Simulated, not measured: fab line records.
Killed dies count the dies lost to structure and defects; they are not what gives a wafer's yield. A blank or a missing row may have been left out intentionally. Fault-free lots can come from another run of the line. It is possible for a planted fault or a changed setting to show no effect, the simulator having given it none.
A struck lot beside a sound one :: flow n5 finfet :: 15 steps out of a route of 1938
Sound: the wafers L235.2, L235.5, L235.6. The struck wafers were L224.1, L224.4, L224.6. At the end, the cause is stated.
Each step with rows lists, per side, the tool, then ch with its chambers, then its first start. Under that, the readings that differ: sound wafers :: struck wafers :: difference of the means :: sigmas: that difference in standard deviations of wafers without a fault.
alike: a reading whose means differ by less than 2 such deviations, as well as words and numbers matching on both sides. not compared: withheld readings; readings where some wafer has no value; bounds like >300 that might hide an equal value; numbers whose values overlap and for which the record gives no deviation.
A row with sigmas, a row that says differs or no value, or rows on one side alone: a step with any of these is where the two part. Numbers that don't overlap but have no deviation are shown without sigmas and don't part them. Lack of a reading on every wafer of one side parts them only where that side has two or more wafers.

first, 1 step without rows for these wafers: N5_GATE_CUT_STRIP_42 (strips in O2).
N5_GATE_CUT_ETCH_19: etches SiNx in CH3F/O2, target depth 53.7 nm, time 76.7 s.
  sound on rie diel-04 ch 0,1,2, day 8 02:07; struck on rie diel-04 ch 0,1,3, day 5 07:30
  alike: drypump motor current A, etch rf on time s, oes product au, rf vpp V, showerhead plenum p Torr, throttle valve pct
  not compared: rf hours counter h
N5_GATE_CUT_CUT_ETCH_53: etches W in SF6/Cl2, target depth 79.2 nm.
  sound on rie metal-02 ch 0, day 8 02:14; struck on rie metal-02 ch 0,1, day 5 07:36
  alike: drypump motor current A, etch rf on time s, oes product au, throttle valve pct
  not compared: rf hours counter h
then, 4 steps without rows for these wafers: N5_GATE_CUT_CUT_ETCH_54 (etches TiN in Cl2/BCl3, target depth 96.7 nm); N5_GATE_CUT_CUT_ETCH_55 (etches HfO2 in BCl3, target depth 3.2 nm); N5_GATE_CUT_ETCH_47 (etches SiO2 in Cl2/BCl3, target depth 10 nm); N5_GATE_CUT_VAPOR_ETCH_48 (etches TiN in BCl3/Cl2).
N5_GATE_CUT_VAPOR_ETCH_49: etches TiAlC in BCl3/Cl2.
  sound on rie metal-02 ch 0, day 8 02:39; struck on rie metal-02 ch 0,1, day 5 07:49
  alike: drypump motor current A, oes product au
then, 1 step without rows for these wafers: N5_GATE_CUT_VAPOR_ETCH_51 (etches HfO2 in BCl3/Cl2).
N5_GATE_CUT_STRIP_21: strips in N2/H2, time 30 s.
  sound on plasma asher-02 ch 0,1, day 8 02:47; struck on plasma asher-02 ch 0,1, day 5 07:54
  alike: drypump motor current A, heater power w, temp c
  not compared: rf hours counter h
then, 2 steps without rows for these wafers: N5_GATE_CUT_STRIP_29 (strips in post etch residue remover, time 60 s); N5_GATE_CUT_SRD_52 (time 30 s).
N5_GATE_CUT_ALD_22: deposits SiNx, target thk 16 nm, pulse time 1 s, ald cycles 320.
  sound on ald sin-03 ch 1,2, day 8 03:01; struck on ald sin-04 ch 1,2,3, day 5 08:03
reading: ald cycles
sound: 320 320 320
struck: 290 290 290
difference: -30
sigmas: 

reading: model.SiNx_of_GATE_CUT_ALD_22.thk nm (nm)
sound: 16 16 16
struck: 14.6 14.6 14.6
difference: -1.4
sigmas: 
  alike: heater power w, precursor pulse height rel
N5_GATE_CUT_CMP_23: polishes, stops on SiO2, t overpolish 23.4 s, target thk 16 nm.
  sound on cmp-03 ch 0,1, day 8 04:30; struck on cmp-01 ch 0,3, day 5 09:32
  alike: motor current A, slurry filter dp kPa
  not compared: pad life wafers
-- the record jumps here: 4 days lie between the struck wafers' starts before and after (it left off in module GATE_CUT and takes up again in module BEOL_M4, whose first step shown is number 1111 of the route) --
N5_BEOL_M4_RC_MEAS_101:
  sound on prober-02 ch 0, day 12 01:32; struck on prober-01 ch 0, day 9 13:39
  alike: DIBL_N, DIBL_P, IOFF_N, IOFF_P, ION_N, ION_P, SS_N, SS_P, VT_N, VT_P

== WHERE THEY PART ==
Nowhere in this record.

WHY: what the simulator had put in
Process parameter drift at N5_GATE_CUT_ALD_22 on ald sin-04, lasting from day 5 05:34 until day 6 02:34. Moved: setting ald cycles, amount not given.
